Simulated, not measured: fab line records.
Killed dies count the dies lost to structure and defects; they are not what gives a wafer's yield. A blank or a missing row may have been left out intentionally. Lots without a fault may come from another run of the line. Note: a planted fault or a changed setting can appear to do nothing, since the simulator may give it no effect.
What tool caused it? :: flow nand-harc :: 6 lots, 18 wafers sampled, at 5 steps of a route of 1302

WHAT THE GAUGES SHOWED, per wafer
NHARC_END_SORT_01.
lot: L724
measured: day 32 04:08
on: prober-01
defect-limited-yield (%): 75.8 76.2 75.8

EACH LOT AND THE TOOL THAT RAN IT (in order: tool; ch and the chambers of the sampled wafers; start)
lot: L707
NHARC_P_M2_PRE_CLEAN_32: pecvd-02 ch 0,2, day 7 01:13
NHARC_THIN_TSV_ETCHBACK_48: rie-diel-02 ch 0,2,3, day 24 12:14
NHARC_THIN_TSV_PVD_19: pvd-sputter-01, no start
NHARC_THIN_TSV_PVD_51: pvd-sputter-01, no start

lot: L709
NHARC_P_M2_PRE_CLEAN_32: pecvd-04 ch 1,2, day 7 22:48
NHARC_THIN_TSV_ETCHBACK_48: rie-diel-02 ch 2,3, day 24 15:57
NHARC_THIN_TSV_PVD_19: pvd-sputter-01, no start
NHARC_THIN_TSV_PVD_51: pvd-sputter-01, no start

lot: L711
NHARC_P_M2_PRE_CLEAN_32: pecvd-03 ch 0,1, day 8 11:55
NHARC_THIN_TSV_ETCHBACK_48: rie-diel-01 ch 0,1, day 25 19:22
NHARC_THIN_TSV_PVD_19: pvd-sputter-03, no start
NHARC_THIN_TSV_PVD_51: pvd-sputter-03, no start

lot: L713
NHARC_P_M2_PRE_CLEAN_32: pecvd-04 ch 0,1, day 9 05:23
NHARC_THIN_TSV_ETCHBACK_48: rie-diel-02 ch 0,1,2, day 26 06:13
NHARC_THIN_TSV_PVD_19: pvd-sputter-02, no start
NHARC_THIN_TSV_PVD_51: pvd-sputter-02, no start

lot: L716
NHARC_P_M2_PRE_CLEAN_32: pecvd-04 ch 1,2, day 10 19:18
NHARC_THIN_TSV_ETCHBACK_48: rie-diel-02 ch 2,3, day 27 18:20
NHARC_THIN_TSV_PVD_19: pvd-sputter-01, no start
NHARC_THIN_TSV_PVD_51: pvd-sputter-01, no start

lot: L724
NHARC_P_M2_PRE_CLEAN_32: pecvd-04 ch 0,2, day 14 02:28
NHARC_THIN_TSV_ETCHBACK_48: rie-diel-01 ch 0,1,3, day 31 12:49
NHARC_THIN_TSV_PVD_19: pvd-sputter-01, day 32 04:08 or earlier
NHARC_THIN_TSV_PVD_51: pvd-sputter-01, day 32 04:08 or earlier
- NHARC_P_M2_PRE_CLEAN_32: time 12 s.
- NHARC_THIN_TSV_ETCHBACK_48: etches the open film in C4F8/Ar, target depth 1028.5 nm, time 405.17 s.
- NHARC_THIN_TSV_PVD_19: deposits TaN, target thk 20 nm.
- NHARC_THIN_TSV_PVD_51: deposits Cu, target thk 100 nm.

THE ANSWER, worked out from the rows above alone
Rule: usual is defined by the lots themselves. The widest of any qualifying gaps counts: lots, ordered by their means at a reading, are off when they make up no more than a third of the lots, leave a main group of 4 or more, and stand apart from it by 3 or more times the standard deviation of that group's means. If all means in a main group match to the digits the tables above print for the reading, that group is not used. Also off: a lot with no number at a reading for which 4 or more lots have one. All remaining lots with rows at the step are treated as sound.
No lot is off at any reading shown: from this, nothing can be told.

WHAT THE SIMULATOR HAD INSERTED
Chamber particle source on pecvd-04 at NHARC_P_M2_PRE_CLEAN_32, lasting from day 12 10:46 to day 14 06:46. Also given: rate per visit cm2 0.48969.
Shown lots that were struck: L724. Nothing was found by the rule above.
